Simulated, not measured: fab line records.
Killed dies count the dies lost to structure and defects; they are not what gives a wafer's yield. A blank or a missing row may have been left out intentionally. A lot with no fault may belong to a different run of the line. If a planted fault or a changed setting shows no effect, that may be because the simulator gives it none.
fab line records    flow n5Finfet
record: lots: 24  wafers: 72  lastDay: 17
route steps=1938 shown BEOL_M6@1227 BEOL_M7@1278
lots with no fault: from the same line, run without faults
startH: start of the lot's first displayed wafer, in hours after the record's first day    waitH: how many hours have passed since the lot's step before this one    " the same as in the row above    L1.1+2: several wafers, shown together as one row    - no value present, or no start provided    * or withheld: withheld    < > ~ a bound
route shown NAME@n: names a module that has steps shown in the file, with the first one's number in the route    usual: mean/standard deviation of fault-free wafers    same: alike in all rows    chamber/n: place in a boat    sites: readings site by site    _std_site: standard deviation across them    _edge_site: inner sites' mean taken away from outer sites' mean    radiusMm: how far each site lies from the wafer's centre    mask NAME#n: copy n    behind: the last tool/chamber to shape the wafer    hold: why the lot went on hold/how many hours it stayed there/how the hold came to an end    device: whichever transistor did not switch (one of n, p or np)    end of line: tests of these same wafers at the route's end    where a step has no rows: the recipe by itself    killed: count of dies lost to structure and defects at first sort (not the wafer's yield)    map: dies across one wafer; x = killed, . = not, _ = none there
set.NAME: the run value of the setting; set.NAME@STEP: its run value at that earlier step    model.NAME: the simulator's own value behind a step, which no gauge read
steps of the route over a sample of lots; a table a step, a row a wafer
services: when a tool's chamber went out of use (startH, in hours from the record's first day, below 0 if earlier), for how many hours, and the reason
== steps ==
step: N5_BEOL_M6_CD_MEAS_28
recipe: targetCdNm: 40  landingEnergyEv: 500  detector: seInlens
usual: cdNm: 40.06/0.22
lot.wafer  tool      chamber  startH  waitH  cdNm
L075.3     cdSem-01  0        200.27  -      40.20
L075.4     "         0        "       "      39.82
L075.5     "         0        "       "      39.94
L074.3     cdSem-02  0        200.32  -      39.96
L074.5     "         0        "       "      40.24
L074.6     "         0        "       "      40.12
L076.2     cdSem-03  0        202.52  -      40.31
L076.4     "         0        "       "      40.19
L076.5     "         0        "       "      40.22
L077.1     cdSem-03  0        208.58  -      40.19
L077.3     "         0        "       "      39.88
L077.5     "         0        "       "      40.00
L078.4     cdSem-02  0        208.63  -      40.03
L078.5     "         0        "       "      39.84
L078.6     "         0        "       "      39.97
L079.2     cdSem-01  0        211.66  -      40.16
L079.3     "         0        "       "      39.47
L079.6     "         0        "       "      39.94
L080.2     cdSem-03  0        225.67  -      40.47
L080.3     "         0        "       "      39.68
L080.5     "         0        "       "      40.07
L081.1     cdSem-02  0        230.24  -      40.37
L081.3     "         0        "       "      40.36
L081.6     "         0        "       "      40.17
L082.1     cdSem-02  0        243.23  -      39.81
L082.4     "         0        "       "      40.14
L082.6     "         0        "       "      40.07
L083.1     cdSem-01  0        251.05  -      40.26
L083.3     "         0        "       "      39.98
L083.4     "         0        "       "      40.33
L084.2     cdSem-01  0        254.36  -      39.79
L084.5     "         0        "       "      40.06
L084.6     "         0        "       "      40.08
L085.3     cdSem-03  0        258.20  -      40.39
L085.4     "         0        "       "      39.96
L085.6     "         0        "       "      39.92
L087.2     cdSem-02  0        271.27  -      39.74
L087.3     "         0        "       "      40.06
L087.6     "         0        "       "      40.29
L088.4     cdSem-02  0        271.32  -      40.01
L088.5     "         0        "       "      40.01
L088.6     "         0        "       "      40.20
L086.2     cdSem-01  0        273.82  -      40.46
L086.4     "         0        "       "      39.89
L086.5     "         0        "       "      40.00
L089.1     cdSem-02  0        273.99  -      40.61
L089.3     "         0        "       "      39.81
L089.4     "         0        "       "      39.88
L090.1     cdSem-03  0        285.02  -      39.61
L090.2     "         0        "       "      40.25
L090.6     "         0        "       "      40.21
L092.2     cdSem-03  0        297.55  -      40.18
L092.3     "         0        "       "      39.85
L092.6     "         0        "       "      40.12
L091.1     cdSem-01  0        298.87  -      40.25
L091.2     "         0        "       "      40.02
L091.3     "         0        "       "      40.10
L093.1     cdSem-01  0        301.77  -      40.01
L093.2     "         0        "       "      39.87
L093.6     "         0        "       "      39.74
L094.1     cdSem-03  0        310.02  -      40.14
L094.2     "         0        "       "      40.05
L094.6     "         0        "       "      39.82
L095.2     cdSem-03  0        311.56  -      40.29
L095.3     "         0        "       "      40.01
L095.5     "         0        "       "      40.15
L096.2     cdSem-01  0        318.19  -      39.85
L096.5     "         0        "       "      39.94
L096.6     "         0        "       "      39.49
L097.4     cdSem-01  0        322.44  -      40.13
L097.5     "         0        "       "      40.02
L097.6     "         0        "       "      40.16
step: N5_BEOL_M6_DEGAS_44
recipe: ambient: vacuum  tempC: 250  timeS: 60
usual: heaterPowerW: 343/41  susceptorTempC: 250.00/0.18
lot.wafer  tool           chamber  startH  waitH  heaterPowerW  susceptorTempC
L075.3     pvdSputter-01  -        201.61  0.5    352           249.79
L075.4     "              -        "       "      291           250.10
L075.5     "              -        "       "      352           249.75
L074.3     pvdSputter-01  -        201.79  0.5    296           249.80
L074.5     "              -        "       "      292           249.95
L074.6     "              -        "       "      300           250.26
L076.2     pvdSputter-01  -        203.59  0.2    358           249.76
L076.4     "              -        "       "      359           250.18
L076.5     "              -        "       "      298           249.93
L077.1     pvdSputter-03  -        209.79  0.3    385           250.04
L077.3     "              -        "       "      347           250.11
L077.5     "              -        "       "      376           250.36
L078.4     pvdSputter-03  -        210.16  0.2    383           249.99
L078.5     "              -        "       "      422           249.86
L078.6     "              -        "       "      289           250.13
L079.2     pvdSputter-02  -        212.89  0.3    378           250.17
L079.3     "              -        "       "      308           249.98
L079.6     "              -        "       "      342           250.00
L080.2     pvdSputter-02  -        227.17  0.5    340           250.01
L080.3     "              -        "       "      380           250.08
L080.5     "              -        "       "      385           250.29
L081.1     pvdSputter-01  -        231.66  0.6    287           249.99
L081.3     "              -        "       "      303           249.65
L081.6     "              -        "       "      293           249.89
L082.1     pvdSputter-03  -        244.35  0.3    420           250.10
L082.4     "              -        "       "      290           249.99
L082.6     "              -        "       "      297           249.84
L083.1     pvdSputter-02  -        252.14  0.3    300           250.09
L083.3     "              -        "       "      323           250.15
L083.4     "              -        "       "      382           249.82
L084.2     pvdSputter-03  -        255.85  0.2    420           249.93
L084.5     "              -        "       "      352           249.91
L084.6     "              -        "       "      289           250.05
L085.3     pvdSputter-03  -        259.35  0.2    298           250.33
L085.4     "              -        "       "      357           249.74
L085.6     "              -        "       "      374           249.77
L087.2     pvdSputter-01  -        272.44  0.3    291           250.02
L087.3     "              -        "       "      353           250.25
L087.6     "              -        "       "      295           249.81
L088.4     pvdSputter-03  -        272.78  0.2    347           250.09
L088.5     "              -        "       "      381           249.83
L088.6     "              -        "       "      343           249.99
L086.2     pvdSputter-01  -        275.32  0.4    301           249.94
L086.4     "              -        "       "      289           250.28
L086.5     "              -        "       "      290           250.14
L089.1     pvdSputter-01  -        275.64  0.3    346           249.97
L089.3     "              -        "       "      297           249.93
L089.4     "              -        "       "      365           250.25
L090.1     pvdSputter-03  -        286.22  0.3    353           249.96
L090.2     "              -        "       "      373           250.15
L090.6     "              -        "       "      346           249.82
L092.2     pvdSputter-02  -        298.67  0.3    303           250.17
L092.3     "              -        "       "      392           249.69
L092.6     "              -        "       "      344           249.96
L091.1     pvdSputter-02  -        301.61  1.8    338           250.22
L091.2     "              -        "       "      383           249.65
L091.3     "              -        "       "      308           250.02
L093.1     pvdSputter-03  -        303.21  0.6    378           250.15
L093.2     "              -        "       "      284           249.73
L093.6     "              -        "       "      367           249.98
L094.1     pvdSputter-03  -        311.71  0.4    383           250.04
L094.2     "              -        "       "      419           250.16
L094.6     "              -        "       "      423           250.11
L095.2     pvdSputter-01  -        313.08  0.7    351           250.16
L095.3     "              -        "       "      288           249.95
L095.5     "              -        "       "      299           250.17
L096.2     pvdSputter-03  -        319.61  0.5    377           249.87
L096.5     "              -        "       "      411           249.84
L096.6     "              -        "       "      285           249.80
L097.4     pvdSputter-02  -        325.48  1.3    389           249.95
L097.5     "              -        "       "      401           249.86
L097.6     "              -        "       "      379           249.96
step: N5_BEOL_M6_RS_MEAS_57
recipe: thkMeasGauge: four-point-probe  reads: Cu_of_BEOL_M6_ECD_50+Co_of_BEOL_M6_CVD_78+TaN_of_BEOL_M6_ALD_77
usual: M6_RS: 0.290/0.007
lot.wafer  tool          chamber  startH  waitH  M6_RS[ohm/sq]
L075.3     filmMetro-02  -        203.21  0.1    0.291
L075.4     "             -        "       "      0.286
L075.5     "             -        "       "      0.300
L074.3     filmMetro-02  -        203.48  0.1    0.288
L074.5     "             -        "       "      0.294
L074.6     "             -        "       "      0.285
L076.2     filmMetro-01  -        206.15  0.1    0.287
L076.4     "             -        "       "      0.295
L076.5     "             -        "       "      0.288
L077.1     filmMetro-01  -        212.60  0.1    0.300
L077.3     "             -        "       "      0.296
L077.5     "             -        "       "      0.296
L078.4     filmMetro-01  -        213.05  0.0    0.294
L078.5     "             -        "       "      0.283
L078.6     "             -        "       "      0.289
L079.2     filmMetro-02  -        214.68  0.1    0.296
L079.3     "             -        "       "      0.293
L079.6     "             -        "       "      0.301
L080.2     filmMetro-02  -        230.84  0.1    0.270
L080.3     "             -        "       "      0.278
L080.5     "             -        "       "      0.287
L081.1     filmMetro-01  -        234.92  0.1    0.285
L081.3     "             -        "       "      0.282
L081.6     "             -        "       "      0.289
L082.1     filmMetro-02  -        247.62  0.1    0.294
L082.4     "             -        "       "      0.290
L082.6     "             -        "       "      0.296
L083.1     filmMetro-02  -        254.78  0.1    0.293
L083.3     "             -        "       "      0.277
L083.4     "             -        "       "      0.289
L084.2     filmMetro-01  -        259.33  0.1    0.288
L084.5     "             -        "       "      0.286
L084.6     "             -        "       "      0.294
L085.3     filmMetro-02  -        263.32  0.1    0.288
L085.4     "             -        "       "      0.280
L085.6     "             -        "       "      0.288
L087.2     filmMetro-02  -        274.03  0.1    0.296
L087.3     "             -        "       "      0.295
L087.6     "             -        "       "      0.296
L088.4     filmMetro-01  -        274.64  0.0    0.285
L088.5     "             -        "       "      0.286
L088.6     "             -        "       "      0.280
L086.2     filmMetro-02  -        276.91  0.1    0.297
L086.4     "             -        "       "      0.298
L086.5     "             -        "       "      0.292
L089.1     filmMetro-02  -        277.29  0.1    0.284
L089.3     "             -        "       "      0.279
L089.4     "             -        "       "      0.284
L090.1     filmMetro-01  -        288.50  0.1    0.285
L090.2     "             -        "       "      0.284
L090.6     "             -        "       "      0.290
L092.2     filmMetro-02  -        300.85  0.1    0.291
L092.3     "             -        "       "      0.286
L092.6     "             -        "       "      0.294
L091.1     filmMetro-02  -        303.19  0.1    0.295
L091.2     "             -        "       "      0.292
L091.3     "             -        "       "      0.298
L093.1     filmMetro-02  -        305.55  0.1    0.290
L093.2     "             -        "       "      0.284
L093.6     "             -        "       "      0.291
L094.1     filmMetro-02  -        314.52  0.1    0.297
L094.2     "             -        "       "      0.289
L094.6     "             -        "       "      0.294
L095.2     filmMetro-02  -        315.02  0.1    0.301
L095.3     "             -        "       "      0.301
L095.5     "             -        "       "      0.302
L096.2     filmMetro-01  -        322.79  0.1    0.299
L096.5     "             -        "       "      0.291
L096.6     "             -        "       "      0.294
L097.4     filmMetro-01  -        327.36  0.0    0.287
L097.5     "             -        "       "      0.298
L097.6     "             -        "       "      0.285
step: N5_BEOL_M7_INSPECT_13
recipe: mode: adi  inspectInstrument: brightfield
usual: rawDefectCount: 467/100
lot.wafer  tool              chamber  startH  waitH  rawDefectCount
L075.3     defectInspect-01  -        204.51  0.0    662
L075.4     "                 -        "       "      539
L075.5     "                 -        "       "      530
L074.3     defectInspect-02  -        206.31  0.0    475
L074.5     "                 -        "       "      360
L074.6     "                 -        "       "      469
L076.2     defectInspect-01  -        209.53  0.0    735
L076.4     "                 -        "       "      479
L076.5     "                 -        "       "      539
L077.1     defectInspect-01  -        214.44  0.0    349
L077.3     "                 -        "       "      476
L077.5     "                 -        "       "      477
L078.4     defectInspect-02  -        216.06  0.0    459
L078.5     "                 -        "       "      355
L078.6     "                 -        "       "      302
L079.2     defectInspect-02  -        219.74  0.0    373
L079.3     "                 -        "       "      321
L079.6     "                 -        "       "      379
L080.2     defectInspect-01  -        232.14  0.0    356
L080.3     "                 -        "       "      572
L080.5     "                 -        "       "      511
L081.1     defectInspect-01  -        238.26  0.0    411
L081.3     "                 -        "       "      460
L081.6     "                 -        "       "      407
L082.1     defectInspect-02  -        252.16  0.0    410
L082.4     "                 -        "       "      359
L082.6     "                 -        "       "      424
L083.1     defectInspect-02  -        256.07  0.0    374
L083.3     "                 -        "       "      361
L083.4     "                 -        "       "      349
L084.2     defectInspect-02  -        262.50  0.0    581
L084.5     "                 -        "       "      544
L084.6     "                 -        "       "      434
L085.3     defectInspect-01  -        268.67  0.0    440
L085.4     "                 -        "       "      573
L085.6     "                 -        "       "      445
L087.2     defectInspect-02  -        275.72  0.0    469
L087.3     "                 -        "       "      329
L087.6     "                 -        "       "      393
L088.4     defectInspect-01  -        276.09  0.0    341
L088.5     "                 -        "       "      503
L088.6     "                 -        "       "      321
L089.1     defectInspect-02  -        279.80  0.0    535
L089.3     "                 -        "       "      318
L089.4     "                 -        "       "      552
L086.2     defectInspect-02  -        279.96  0.0    485
L086.4     "                 -        "       "      597
L086.5     "                 -        "       "      601
L090.1     defectInspect-01  -        290.49  0.0    646
L090.2     "                 -        "       "      410
L090.6     "                 -        "       "      368
L092.2     defectInspect-01  -        304.32  0.0    555
L092.3     "                 -        "       "      595
L092.6     "                 -        "       "      777
L091.1     defectInspect-01  -        307.27  0.0    458
L091.2     "                 -        "       "      451
L091.3     "                 -        "       "      534
L093.1     defectInspect-01  -        307.75  0.0    469
L093.2     "                 -        "       "      366
L093.6     "                 -        "       "      433
L095.2     defectInspect-02  -        316.85  0.0    487
L095.3     "                 -        "       "      466
L095.5     "                 -        "       "      330
L094.1     defectInspect-02  -        317.96  0.0    464
L094.2     "                 -        "       "      313
L094.6     "                 -        "       "      432
L096.2     defectInspect-01  -        326.41  0.0    457
L096.5     "                 -        "       "      349
L096.6     "                 -        "       "      509
L097.4     defectInspect-01  -        328.88  0.0    506
L097.5     "                 -        "       "      463
L097.6     "                 -        "       "      566
step: N5_BEOL_M7_ETCH_62
recipe: chemistry: N2/H2  target: SOC  targetDepthA: 1100  overetchA: 220  maskMaterial: SiARC  tempC: 40  timeS: 165  ionEnergyEv: 200  pressureMtorr: 30  sourceW: 840  biasW: 150  n2FlowSccm: 200  h2FlowSccm: 200
usual: biasW: 150.1/0.45  drypumpMotorCurrentA: 5.87/0.25  oesProductAu: 0.67/0.075  rfVppV: 524.4/2.4  showerheadPlenumPTorr: 2.56/0.079  throttleValvePct: 17.90/0.26
lot.wafer  tool        chamber  startH  waitH  biasW  drypumpMotorCurrentA  oesProductAu  rfHoursCounterH  rfVppV  showerheadPlenumPTorr  throttleValvePct
L075.3     rieDiel-02  1        204.76  0.0    149.8  5.92                  0.60          216              521.7   2.51                   18.10
L075.4     "           3        "       "      150.2  5.60                  0.58          246              526.3   2.60                   18.03
L075.5     "           2        "       "      150.6  5.34                  0.65          -                522.1   2.45                   17.71
L074.3     rieDiel-06  0        206.48  0.0    149.8  5.84                  0.58          240              525.8   2.61                   18.11
L074.5     "           3        "       "      149.2  6.15                  0.68          -                521.4   2.46                   17.94
L074.6     "           0        "       "      150.7  5.83                  0.58          -                524.9   2.61                   18.12
L076.2     rieDiel-06  3        209.65  0.0    150.0  6.17                  0.67          91               521.4   2.46                   17.94
L076.4     "           2        "       "      150.2  5.77                  0.62          189              524.7   2.64                   18.01
L076.5     "           3        "       "      149.6  6.17                  0.68          -                522.2   2.46                   17.94
L077.1     rieDiel-02  0        214.57  0.0    149.8  6.10                  0.64          169              524.6   2.53                   18.08
L077.3     "           3        "       "      150.2  5.60                  0.57          249              526.4   2.60                   18.03
L077.5     "           1        "       "      149.8  5.91                  0.60          -                522.4   2.50                   18.13
L078.4     rieDiel-02  2        216.18  0.0    149.5  5.33                  0.66          153              521.7   2.45                   17.71
L078.5     "           3        "       "      150.5  5.57                  0.58          -                526.0   2.60                   18.02
L078.6     "           2        "       "      150.1  5.34                  0.65          -                520.8   2.45                   17.71
L079.2     rieDiel-06  2        219.87  0.0    150.0  5.77                  0.61          191              525.8   2.64                   18.01
L079.3     "           1        "       "      150.6  5.97                  0.60          252              526.8   2.61                   17.86
L079.6     "           3        "       "      149.6  6.13                  0.68          -                521.9   2.45                   17.94
L080.2     rieDiel-04  1        232.42  0.0    150.5  6.27                  0.76          34               528.8   2.70                   17.91
L080.3     "           3        "       "      149.4  5.50                  0.60          227              522.7   2.51                   18.20
L080.5     "           3        "       "      149.7  5.50                  0.61          -                524.4   2.51                   18.21
L081.1     rieDiel-02  0        238.50  0.0    150.0  6.09                  0.64          177              523.8   2.53                   18.10
L081.3     "           1        "       "      149.7  5.92                  0.59          227              522.5   2.50                   18.12
L081.6     "           2        "       "      149.1  5.30                  0.64          -                519.9   2.45                   17.74
L082.1     rieDiel-06  0        252.34  0.0    151.2  5.85                  0.83          0                526.7   2.60                   17.69
L082.4     "           1        "       "      149.9  5.94                  0.81          4                526.9   2.61                   17.41
L082.6     "           0        "       "      150.4  5.84                  0.83          -                525.7   2.60                   17.68
L083.1     rieDiel-06  0        256.45  0.0    150.4  5.84                  0.81          2                525.9   2.60                   17.69
L083.3     "           3        "       "      149.9  6.16                  0.67          107              521.7   2.45                   17.96
L083.4     "           2        "       "      149.8  5.78                  0.60          205              525.9   2.63                   18.04
L084.2     rieDiel-02  3        262.62  0.0    149.7  5.60                  0.82          5                525.3   2.60                   17.63
L084.5     "           1        "       "      150.1  5.91                  0.59          -                523.6   2.50                   18.14
L084.6     "           2        "       "      149.1  5.32                  0.64          -                520.9   2.44                   17.74
L085.3     rieDiel-06  1        268.79  0.0    149.9  5.95                  0.80          8                525.0   2.60                   17.43
L085.4     "           2        "       "      150.2  5.77                  0.61          208              525.9   2.63                   18.03
L085.6     "           0        "       "      149.6  5.84                  0.80          -                524.7   2.60                   17.68
L087.2     rieDiel-06  2        277.55  0.0    151.5  5.79                  0.61          212              527.0   2.63                   18.05
L087.3     "           1        "       "      149.9  5.95                  0.78          13               525.3   2.60                   17.43
L087.6     "           1        "       "      149.8  5.96                  0.78          -                524.9   2.60                   17.44
L088.4     rieDiel-02  1        278.10  0.0    149.0  5.91                  0.58          241              522.3   2.49                   18.16
L088.5     "           1        "       "      149.9  5.90                  0.59          -                522.3   2.49                   18.16
L088.6     "           2        "       "      150.3  5.31                  0.64          -                522.3   2.44                   17.76
L089.1     rieDiel-06  3        281.54  0.0    150.1  6.12                  0.65          116              520.9   2.45                   17.99
L089.3     "           2        "       "      149.7  5.78                  0.61          215              526.8   2.63                   18.07
L089.4     "           0        "       "      150.1  5.83                  0.78          10               525.3   2.60                   17.71
L086.2     rieDiel-06  0        282.02  0.0    150.4  5.84                  0.79          10               525.5   2.60                   17.70
L086.4     "           3        "       "      150.0  6.17                  0.66          116              519.7   2.45                   17.96
L086.5     "           2        "       "      150.2  5.80                  0.60          -                525.6   2.63                   18.05
L090.1     rieDiel-06  0        291.13  0.0    149.7  5.83                  0.78          14               525.0   2.60                   17.72
L090.2     "           3        "       "      150.9  6.12                  0.65          121              523.1   2.44                   17.98
L090.6     "           3        "       "      150.7  6.16                  0.66          -                522.4   2.44                   17.99
L092.2     rieDiel-04  0        304.45  0.0    149.2  5.84                  0.63          180              527.1   2.64                   18.26
L092.3     "           1        "       "      150.1  6.29                  0.74          48               528.2   2.69                   17.93
L092.6     "           1        "       "      150.2  6.27                  0.74          -                528.4   2.69                   17.92
L091.1     rieDiel-04  3        307.39  0.0    149.8  5.50                  0.60          240              521.9   2.51                   18.22
L091.2     "           0        "       "      150.7  5.81                  0.63          181              527.4   2.64                   18.25
L091.3     "           1        "       "      150.6  6.24                  0.74          49               528.6   2.69                   17.94
L093.1     rieDiel-04  3        307.88  0.0    149.7  5.48                  0.60          240              523.7   2.51                   18.22
L093.2     "           1        "       "      150.9  6.28                  0.74          50               528.2   2.69                   17.94
L093.6     "           0        "       "      149.4  5.85                  0.63          -                525.9   2.64                   18.26
L095.2     rieDiel-06  3        316.97  0.0    149.4  6.14                  0.65          129              520.8   2.44                   18.00
L095.3     "           1        "       "      150.6  5.96                  0.75          28               526.9   2.60                   17.45
L095.5     "           1        "       "      150.1  5.95                  0.75          -                525.6   2.60                   17.45
L094.1     rieDiel-06  0        318.19  0.0    150.2  5.86                  0.74          23               524.2   2.59                   17.72
L094.2     "           1        "       "      151.0  5.98                  0.76          29               524.4   2.59                   17.46
L094.6     "           3        "       "      150.1  6.12                  0.65          -                522.1   2.44                   18.00
L096.2     rieDiel-06  0        326.54  0.0    150.3  5.88                  0.75          26               526.2   2.59                   17.74
L096.5     "           0        "       "      150.3  5.87                  0.75          -                524.9   2.59                   17.74
L096.6     "           3        "       "      150.0  6.16                  0.65          -                520.4   2.44                   18.02
L097.4     rieDiel-04  1        329.25  0.0    150.6  6.26                  0.74          57               527.5   2.69                   17.96
L097.5     "           0        "       "      150.3  5.85                  0.63          -                525.5   2.64                   18.26
L097.6     "           1        "       "      150.2  6.24                  0.73          -                528.4   2.69                   17.95
step: N5_BEOL_M7_INSPECT_30
recipe: mode: adi  inspectInstrument: brightfield
usual: rawDefectCount: 467/100
lot.wafer  tool              chamber  startH  waitH  rawDefectCount
L075.3     defectInspect-01  -        205.52  0.0    660
L075.4     "                 -        "       "      527
L075.5     "                 -        "       "      525
L074.3     defectInspect-02  -        208.89  0.0    473
L074.5     "                 -        "       "      343
L074.6     "                 -        "       "      497
L076.2     defectInspect-01  -        211.02  0.0    739
L076.4     "                 -        "       "      478
L076.5     "                 -        "       "      545
L077.1     defectInspect-01  -        215.46  0.1    344
L077.3     "                 -        "       "      447
L077.5     "                 -        "       "      482
L078.4     defectInspect-02  -        218.67  0.0    475
L078.5     "                 -        "       "      361
L078.6     "                 -        "       "      321
L079.2     defectInspect-01  -        220.92  0.0    358
L079.3     "                 -        "       "      325
L079.6     "                 -        "       "      376
L080.2     defectInspect-02  -        233.25  0.1    356
L080.3     "                 -        "       "      538
L080.5     "                 -        "       "      493
L081.1     defectInspect-02  -        241.47  0.1    430
L081.3     "                 -        "       "      441
L081.6     "                 -        "       "      404
L082.1     defectInspect-02  -        254.28  0.1    415
L082.4     "                 -        "       "      365
L082.6     "                 -        "       "      404
L083.1     defectInspect-02  -        258.15  0.1    369
L083.3     "                 -        "       "      367
L083.4     "                 -        "       "      371
L084.2     defectInspect-01  -        267.68  0.0    542
L084.5     "                 -        "       "      569
L084.6     "                 -        "       "      411
L085.3     defectInspect-01  -        271.29  0.0    452
L085.4     "                 -        "       "      622
L085.6     "                 -        "       "      412
L087.2     defectInspect-01  -        278.56  0.0    478
L087.3     "                 -        "       "      327
L087.6     "                 -        "       "      383
L088.4     defectInspect-02  -        279.16  0.0    383
L088.5     "                 -        "       "      468
L088.6     "                 -        "       "      312
L089.1     defectInspect-02  -        282.48  0.1    525
L089.3     "                 -        "       "      303
L089.4     "                 -        "       "      573
L086.2     defectInspect-02  -        282.96  0.0    500
L086.4     "                 -        "       "      632
L086.5     "                 -        "       "      586
L090.1     defectInspect-01  -        292.21  0.1    589
L090.2     "                 -        "       "      388
L090.6     "                 -        "       "      368
L092.2     defectInspect-01  -        306.33  0.0    518
L092.3     "                 -        "       "      611
L092.6     "                 -        "       "      780
L091.1     defectInspect-02  -        308.48  0.1    474
L091.2     "                 -        "       "      483
L091.3     "                 -        "       "      540
L093.1     defectInspect-01  -        310.11  0.1    493
L093.2     "                 -        "       "      381
L093.6     "                 -        "       "      420
L095.2     defectInspect-01  -        317.91  0.0    505
L095.3     "                 -        "       "      460
L095.5     "                 -        "       "      320
L094.1     defectInspect-01  -        319.32  0.1    441
L094.2     "                 -        "       "      308
L094.6     "                 -        "       "      432
L096.2     defectInspect-01  -        327.45  0.0    440
L096.5     "                 -        "       "      344
L096.6     "                 -        "       "      460
L097.4     defectInspect-02  -        331.73  0.0    520
L097.5     "                 -        "       "      477
L097.6     "                 -        "       "      582
== services ==
tool        chamber  startH  hours  kind
rieDiel-02  3        220.00  -      clean
rieDiel-02  3        220.00  -      consumableReplace:focusRing
rieDiel-02  3        220.00  18.5   scheduledDown
rieDiel-02  3        220.00  18.5   ventCycle
rieDiel-06  1        227.30  -      clean
rieDiel-06  1        227.30  -      consumableReplace:focusRing
rieDiel-06  1        227.30  12.9   scheduledDown
rieDiel-06  1        227.30  12.9   ventCycle
rieDiel-02  3        240.04  7.0    repair
rieDiel-06  0        240.32  -      clean
rieDiel-06  0        240.32  -      consumableReplace:focusRing
rieDiel-06  0        240.32  11.9   scheduledDown
rieDiel-06  0        240.32  11.9   ventCycle
rieDiel-04  3        256.08  4.6    repair
rieDiel-04  -        270.47  28.1   pm
rieDiel-02  3        286.50  12.4   repair
rieDiel-02  1        298.96  -      clean
rieDiel-02  1        298.96  -      consumableReplace:focusRing
rieDiel-02  1        298.96  24.0   scheduledDown
rieDiel-02  1        298.96  24.0   ventCycle
rieDiel-04  2        300.05  8.2    repair
rieDiel-06  2        315.03  5.0    repair
== key ==
fault none
